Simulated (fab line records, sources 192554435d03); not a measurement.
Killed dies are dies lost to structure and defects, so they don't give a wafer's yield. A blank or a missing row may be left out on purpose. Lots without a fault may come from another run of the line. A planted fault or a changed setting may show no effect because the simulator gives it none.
Which tool did it? | flow n5_finfet | 24 lots, 72 wafers sampled, at 6 steps of a route of 1938

WHAT THE GAUGES READ, wafer by wafer
N5_BEOL_M11_CD_MEAS_35: target cd 70 nm.
lot  | measured     | on        | cd_nm (nm)
L074 | day 9 22:35  | cd_sem-03 | 69.2 70.3 70.7
L076 | day 10 05:31 | cd_sem-01 | 69.4 69.9 69.3
L075 | day 10 05:46 | cd_sem-02 | 70.2 70.7 69.5
L077 | day 10 20:16 | cd_sem-03 | 69.5 69.6 70.8
L080 | day 11 04:35 | cd_sem-03 | 69.8 69.4 70.8
L079 | day 11 06:50 | cd_sem-01 | 70.7 71.5 71.2
L078 | day 11 09:05 | cd_sem-02 | 69.8 68.4 69.2
L081 | day 11 19:47 | cd_sem-02 | 69.3 69.2 69.8
L083 | day 12 01:23 | cd_sem-01 | 70.5 68.7 69.0
L082 | day 12 03:21 | cd_sem-01 | 70.3 69.3 68.9
L084 | day 12 03:40 | cd_sem-02 | 70.1 69.7 70.1
L085 | day 12 15:10 | cd_sem-02 | 70.8 70.6 70.1
L086 | day 12 21:35 | cd_sem-02 | 69.7 70.0 69.0
L087 | day 13 02:48 | cd_sem-03 | 70.1 69.8 69.6
L088 | day 13 12:34 | cd_sem-01 | 70.8 69.7 70.3
L090 | day 13 13:01 | cd_sem-01 | 69.9 69.6 69.4
L091 | day 13 20:04 | cd_sem-01 | 69.9 70.3 69.0
L089 | day 13 21:00 | cd_sem-03 | 70.1 69.9 70.5
L092 | day 14 02:09 | cd_sem-01 | 69.3 69.9 70.2
L093 | day 14 08:34 | cd_sem-02 | 69.0 68.2 70.1
L094 | day 14 10:57 | cd_sem-03 | 69.7 69.6 70.0
L095 | day 14 17:26 | cd_sem-01 | 70.1 70.7 71.0
L096 | day 15 10:08 | cd_sem-03 | 69.9 71.6 70.8
L097 | day 15 22:57 | cd_sem-01 | 69.7 69.9 69.6

N5_BEOL_M12_THK_MEAS_50: measures by xrf.
lot  | measured     | on            | M12_THK (nm)
L074 | day 10 07:26 | film_metro-01 | 308 314 306
L076 | day 10 13:23 | film_metro-01 | 318 314 317
L075 | day 10 14:15 | film_metro-01 | 327 328 324
L077 | day 11 06:05 | film_metro-02 | 322 320 320
L080 | day 11 10:59 | film_metro-01 | 325 321 318
L079 | day 11 14:04 | film_metro-02 | 321 319 327
L078 | day 11 19:17 | film_metro-01 | 316 314 325
L081 | day 12 03:22 | film_metro-01 | 319 327 333
L083 | day 12 10:03 | film_metro-01 | 317 318 320
L082 | day 12 11:27 | film_metro-02 | 318 331 322
L084 | day 12 11:55 | film_metro-01 | 331 318 330
L085 | day 12 22:18 | film_metro-02 | 330 328 333
L086 | day 13 06:14 | film_metro-02 | 334 340 342
L087 | day 13 09:58 | film_metro-02 | 332 336 339
L088 | day 13 19:32 | film_metro-01 | 318 315 317
L090 | day 13 19:56 | film_metro-01 | 317 329 321
L091 | day 14 02:49 | film_metro-02 | 329 321 324
L089 | day 14 03:32 | film_metro-01 | 311 313 318
L092 | day 14 10:22 | film_metro-02 | 314 320 314
L093 | day 14 15:08 | film_metro-01 | 332 318 330
L094 | day 14 17:47 | film_metro-01 | 326 322 323
L095 | day 15 18:37 | film_metro-02 | 319 331 325
L096 | day 15 18:49 | film_metro-01 | 323 331 321
L097 | day 16 07:24 | film_metro-02 | 334 335 334

N5_BEOL_M13_CD_MEAS_28: target cd 209.5 nm.
lot  | measured     | on        | cd_nm (nm)
L074 | day 10 09:03 | cd_sem-03 | 211.1 210.5 210.2
L076 | day 10 15:25 | cd_sem-02 | 210.1 209.3 210.7
L075 | day 10 16:08 | cd_sem-02 | 208.3 210.0 210.1
L077 | day 11 07:48 | cd_sem-01 | 210.0 208.8 208.9
L080 | day 11 12:37 | cd_sem-02 | 209.9 212.6 210.2
L079 | day 11 15:50 | cd_sem-01 | 210.8 210.9 210.9
L078 | day 11 20:52 | cd_sem-01 | 211.1 211.4 212.3
L081 | day 12 04:59 | cd_sem-02 | 209.0 210.3 210.0
L083 | day 12 11:46 | cd_sem-02 | 209.2 210.3 209.4
L082 | day 12 13:10 | cd_sem-02 | 211.9 210.9 211.0
L084 | day 12 13:40 | cd_sem-01 | 212.0 211.5 210.3
L085 | day 13 00:08 | cd_sem-01 | 209.7 211.7 210.2
L086 | day 13 07:58 | cd_sem-03 | 212.0 210.5 212.2
L087 | day 13 11:51 | cd_sem-02 | 210.5 211.4 210.8
L088 | day 13 21:22 | cd_sem-01 | 212.0 210.3 210.1
L090 | day 13 22:10 | cd_sem-03 | 211.8 210.5 211.2
L091 | day 14 04:42 | cd_sem-02 | 210.8 211.1 212.3
L089 | day 14 05:08 | cd_sem-03 | 209.4 209.4 209.1
L092 | day 14 12:16 | cd_sem-03 | 211.6 210.6 212.0
L093 | day 14 16:59 | cd_sem-01 | 208.7 209.5 208.5
L094 | day 14 19:40 | cd_sem-01 | 209.7 210.3 210.3
L095 | day 15 20:19 | cd_sem-01 | 210.2 209.4 209.3
L096 | day 15 20:31 | cd_sem-03 | 208.5 208.7 211.3
L097 | day 16 09:52 | cd_sem-03 | 210.0 209.0 209.1

WHICH TOOL RAN EACH LOT (tool, then ch and the chambers of the sampled wafers, then the start)
lot  | N5_BEOL_M10_CMP_52            | N5_BEOL_M11_DESCUM_16              | N5_BEOL_M12_ETCH_68
L074 | cmp-04 ch 1,2,3, day 9 18:35  | rie_diel-05 ch 1,2,3, day 9 20:46  | rie_diel-06 ch 1,2, day 10 05:32
L076 | cmp-03 ch 0,2,3, day 9 23:30  | rie_diel-05 ch 1,2,3, day 10 02:25 | rie_diel-04 ch 0,2,3, day 10 11:08
L075 | cmp-04 ch 1,2,3, day 10 00:56 | rie_diel-01 ch 0,2, day 10 03:42   | rie_diel-04 ch 0,1, day 10 12:02
L077 | cmp-02 ch 0,2,3, day 10 16:07 | rie_diel-03 ch 1,2, day 10 18:06   | rie_diel-04 ch 2,3, day 11 01:20
L080 | cmp-02 ch 0,1, day 10 22:21   | rie_diel-01 ch 0,3, day 11 01:55   | rie_diel-04 ch 0,1,3, day 11 08:43
L079 | cmp-04 ch 0,3, day 11 01:57   | rie_diel-05 ch 0,1,3, day 11 05:13 | rie_diel-04 ch 0,3, day 11 12:17
L078 | cmp-02 ch 0,1, day 11 02:13   | rie_diel-03 ch 0,2, day 11 05:23   | rie_diel-02 ch 0,1,2, day 11 13:30
L081 | cmp-02 ch 0,1,2, day 11 13:58 | rie_diel-03 ch 0,1, day 11 18:11   | rie_diel-02 ch 0,1,2, day 11 23:50
L083 | cmp-03 ch 2,3, day 11 21:24   | rie_diel-03 ch 1,2,3, day 11 23:40 | rie_diel-04 ch 0,1, day 12 05:40
L082 | cmp-04 ch 0,1,2, day 11 23:04 | rie_diel-05 ch 0,1,2, day 12 01:45 | rie_diel-04 ch 0,2,3, day 12 09:26
L084 | cmp-03 ch 0,1,3, day 11 23:34 | rie_diel-03 ch 0,1, day 12 01:49   | rie_diel-06 ch 0,2, day 12 09:28
L085 | cmp-03 ch 1,2, day 12 10:24   | rie_diel-05 ch 0,1,3, day 12 12:53 | rie_diel-06 ch 1,3, day 12 19:24
L086 | cmp-04 ch 0,1,3, day 12 17:19 | rie_diel-05 ch 1,2,3, day 12 19:50 | rie_diel-06 ch 0,1,3, day 13 03:07
L087 | cmp-03 ch 0,2,3, day 12 21:25 | rie_diel-01 ch 0,3, day 13 00:46   | rie_diel-06 ch 1,2, day 13 07:23
L088 | cmp-04 ch 0,1,3, day 13 07:44 | rie_diel-03 ch 0,1,3, day 13 10:50 | rie_diel-02 ch 1,2,3, day 13 17:05
L090 | cmp-03 ch 1,2,3, day 13 08:32 | rie_diel-01 ch 0,1,3, day 13 11:10 | rie_diel-02 ch 0,1,2, day 13 17:56
L091 | cmp-02 ch 0,1,2, day 13 14:18 | rie_diel-05 ch 0,1,3, day 13 18:22 | rie_diel-04 ch 0,1,3, day 14 00:37
L089 | cmp-02 ch 1,3, day 13 14:51   | rie_diel-01 ch 0,1, day 13 18:52   | rie_diel-02 ch 2,3, day 14 01:35
L092 | cmp-02 ch 0,1,3, day 13 22:33 | rie_diel-01 ch 0,2,3, day 14 00:34 | rie_diel-04 ch 0,2,3, day 14 06:10
L093 | cmp-04 ch 2,3, day 14 01:25   | rie_diel-05 ch 0,1, day 14 03:28   | rie_diel-02 ch 0,2, day 14 13:20
L094 | cmp-02 ch 0,2,3, day 14 04:34 | rie_diel-01 ch 0,1, day 14 09:08   | rie_diel-04 ch 0,1, day 14 15:33
L095 | cmp-02 ch 1,2,3, day 14 12:55 | rie_diel-05 ch 0,2,3, day 14 15:49 | rie_diel-02 ch 0,1,3, day 15 16:10
L096 | cmp-04 ch 0,1,2, day 15 06:16 | rie_diel-03 ch 0,1,2, day 15 08:32 | rie_diel-06 ch 0,1,2, day 15 16:12
L097 | cmp-02 ch 2,3, day 15 17:35   | rie_diel-05 ch 2,3, day 15 20:04   | rie_diel-06 ch 0,1,3, day 16 03:10
- N5_BEOL_M10_CMP_52: polishes, stops on SiCOH lowk, t overpolish 7 s, target thk 140 nm.
- N5_BEOL_M11_DESCUM_16: chemistry O2, time 7.9 s.
- N5_BEOL_M12_ETCH_68: etches SOC in N2/H2, time 285 s.

WHAT THE TOOLS THEMSELVES READ (means of the sampled wafers that have a number; where no wafer has one, the mark that the record gives instead)
N5_BEOL_M10_CMP_52.
lot  | tool   | barrier_field_endpoint_s (s) | motor_current_A (A) | overpolish_run_s (s) | time_to_endpoint_s (s)
L074 | cmp-04 | 29.2                         | 6.4                 | 7.001                | 65
L076 | cmp-03 | 28.2                         | 5.7                 | 7.007                | 63
L075 | cmp-04 | 29.5                         | 6.6                 | 7.002                | 66
L077 | cmp-02 | 28.8                         | 5.9                 | 7.007                | 66
L080 | cmp-02 | 28.6                         | 5.3                 | 6.998                | 66
L079 | cmp-04 | 28.1                         | 6.7                 | 7.004                | 58
L078 | cmp-02 | 29.1                         | 5.7                 | 6.995                | 68
L081 | cmp-02 | 29.2                         | 5.3                 | 7.006                | 67
L083 | cmp-03 | 28.8                         | 5.8                 | 6.992                | 64
L082 | cmp-04 | 28.7                         | 6.1                 | 7.004                | 63
L084 | cmp-03 | 29.1                         | 5.5                 | 7.006                | 66
L085 | cmp-03 | 29.6                         | 6.0                 | 7.011                | 69
L086 | cmp-04 | 28.5                         | 6.3                 | 7.004                | 65
L087 | cmp-03 | 28.7                         | 5.7                 | 6.994                | 67
L088 | cmp-04 | 28.4                         | 6.4                 | 6.992                | 63
L090 | cmp-03 | 29.0                         | 5.8                 | 6.993                | 65
L091 | cmp-02 | 27.9                         | 5.5                 | 6.993                | 63
L089 | cmp-02 | 28.7                         | 5.9                 | 7.001                | 67
L092 | cmp-02 | 28.7                         | 5.7                 | 7.005                | 65
L093 | cmp-04 | 28.3                         | 6.3                 | 6.999                | 61
L094 | cmp-02 | 28.6                         | 6.0                 | 6.994                | 67
L095 | cmp-02 | 27.5                         | 5.6                 | 6.998                | 63
L096 | cmp-04 | 28.0                         | 6.0                 | 6.992                | 64
L097 | cmp-02 | 28.5                         | 6.2                 | 6.997                | 64

N5_BEOL_M11_DESCUM_16.
lot  | tool        | drypump_motor_current_A (A) | oes_product_au (a.u.) | rf_vpp_V (V) | showerhead_plenum_p_Torr (Torr) | throttle_valve_pct (%)
L074 | rie_diel-05 | 6.2                         | 0.77                  | 244.3        | 2.19                            | 20.14
L076 | rie_diel-05 | 6.2                         | 0.77                  | 244.5        | 2.19                            | 20.16
L075 | rie_diel-01 | 4.9                         | 0.79                  | 243.2        | 2.09                            | 20.62
L077 | rie_diel-03 | 5.8                         | 0.83                  | 241.7        | 2.02                            | 20.34
L080 | rie_diel-01 | 5.2                         | 0.73                  | 242.1        | 2.02                            | 20.46
L079 | rie_diel-05 | 5.8                         | 0.75                  | 242.9        | 2.11                            | 20.36
L078 | rie_diel-03 | 5.3                         | 0.73                  | 241.7        | 2.04                            | 20.52
L081 | rie_diel-03 | 6.0                         | 0.77                  | 242.4        | 2.07                            | 20.56
L083 | rie_diel-03 | 5.5                         | 0.86                  | 242.2        | 2.07                            | 20.30
L082 | rie_diel-05 | 6.1                         | 0.78                  | 243.7        | 2.11                            | 20.26
L084 | rie_diel-03 | 6.0                         | 0.82                  | 242.3        | 2.05                            | 20.43
L085 | rie_diel-05 | 5.8                         | 0.74                  | 243.3        | 2.10                            | 20.36
L086 | rie_diel-05 | 6.2                         | 0.75                  | 244.9        | 2.19                            | 20.18
L087 | rie_diel-01 | 5.2                         | 0.72                  | 242.0        | 2.02                            | 20.49
L088 | rie_diel-03 | 5.8                         | 0.83                  | 243.1        | 2.09                            | 20.39
L090 | rie_diel-01 | 5.3                         | 0.76                  | 242.2        | 2.07                            | 20.53
L091 | rie_diel-05 | 5.8                         | 0.73                  | 243.1        | 2.10                            | 20.37
L089 | rie_diel-01 | 5.2                         | 0.81                  | 244.0        | 2.11                            | 20.56
L092 | rie_diel-01 | 5.1                         | 0.81                  | 241.8        | 2.04                            | 20.50
L093 | rie_diel-05 | 5.9                         | 0.77                  | 243.3        | 2.11                            | 20.34
L094 | rie_diel-01 | 5.5                         | 0.80                  | 242.9        | 2.11                            | 20.58
L095 | rie_diel-05 | 6.0                         | 0.82                  | 243.0        | 2.10                            | 20.21
L096 | rie_diel-03 | 5.7                         | 0.75                  | 242.0        | 2.03                            | 20.51
L097 | rie_diel-05 | 6.5                         | 0.81                  | 244.7        | 2.17                            | 20.05

N5_BEOL_M12_ETCH_68.
lot  | tool        | drypump_motor_current_A (A) | oes_product_au (a.u.) | rf_vpp_V (V) | showerhead_plenum_p_Torr (Torr) | throttle_valve_pct (%)
L074 | rie_diel-06 | 5.8                         | 0.69                  | 524.1        | 2.53                            | 18.03
L076 | rie_diel-04 | 6.1                         | 0.74                  | 522.0        | 2.46                            | 17.83
L075 | rie_diel-04 | 5.7                         | 0.83                  | 524.4        | 2.53                            | 17.77
L077 | rie_diel-04 | 6.2                         | 0.72                  | 521.1        | 2.46                            | 17.92
L080 | rie_diel-04 | 5.7                         | 0.77                  | 523.1        | 2.50                            | 17.86
L079 | rie_diel-04 | 5.9                         | 0.72                  | 521.9        | 2.48                            | 17.94
L078 | rie_diel-02 | 5.3                         | 0.74                  | 525.2        | 2.57                            | 17.99
L081 | rie_diel-02 | 5.3                         | 0.74                  | 523.9        | 2.57                            | 17.99
L083 | rie_diel-04 | 5.9                         | 0.79                  | 522.5        | 2.47                            | 17.73
L082 | rie_diel-04 | 6.0                         | 0.71                  | 521.5        | 2.45                            | 17.89
L084 | rie_diel-06 | 5.7                         | 0.86                  | 522.9        | 2.51                            | 17.68
L085 | rie_diel-06 | 6.0                         | 0.93                  | 523.7        | 2.56                            | 17.70
L086 | rie_diel-06 | 6.0                         | 0.92                  | 524.1        | 2.55                            | 17.66
L087 | rie_diel-06 | 5.6                         | 0.97                  | 527.8        | 2.67                            | 17.62
L088 | rie_diel-02 | 5.4                         | 0.72                  | 524.2        | 2.59                            | 17.93
L090 | rie_diel-02 | 5.3                         | 0.73                  | 523.0        | 2.56                            | 18.02
L091 | rie_diel-04 | 5.7                         | 0.74                  | 523.7        | 2.49                            | 17.91
L089 | rie_diel-02 | 5.3                         | 0.72                  | 524.4        | 2.55                            | 17.87
L092 | rie_diel-04 | 6.1                         | 0.71                  | 520.9        | 2.45                            | 17.91
L093 | rie_diel-02 | 5.2                         | 0.77                  | 524.5        | 2.54                            | 18.02
L094 | rie_diel-04 | 5.7                         | 0.79                  | 523.6        | 2.51                            | 17.84
L095 | rie_diel-02 | 5.6                         | 0.83                  | 525.3        | 2.61                            | 17.86
L096 | rie_diel-06 | 5.8                         | 0.89                  | 525.3        | 2.61                            | 17.62
L097 | rie_diel-06 | 6.0                         | 0.87                  | 523.6        | 2.53                            | 17.72

THE ANSWER, worked out from the rows above alone
Rule: what is usual is taken from the lots themselves. Put in order of their means at a reading, lots are off if they are a third of the lots or fewer, leave a main group of 4 or more, and stand apart from it by a gap of 3 or more times the standard deviation of the main group's means; of several such gaps the widest counts. A main group whose means are all the same, to the digits that the tables above print for the reading, isn't used. A lot without any number at a reading at which 4 lots or more have one is off too. The other lots that the step has rows for count as sound. The gauges are gone through in route order, then the tools' own readings, and for those a lot's mean is taken as printed above. The first step at which some lot is off is used, and at that step the reading that is off furthest; a lot without a number counts as furthest.
No lot is off at any reading shown: from this, nothing can be told.

WHAT THE SIMULATOR HAD PUT IN
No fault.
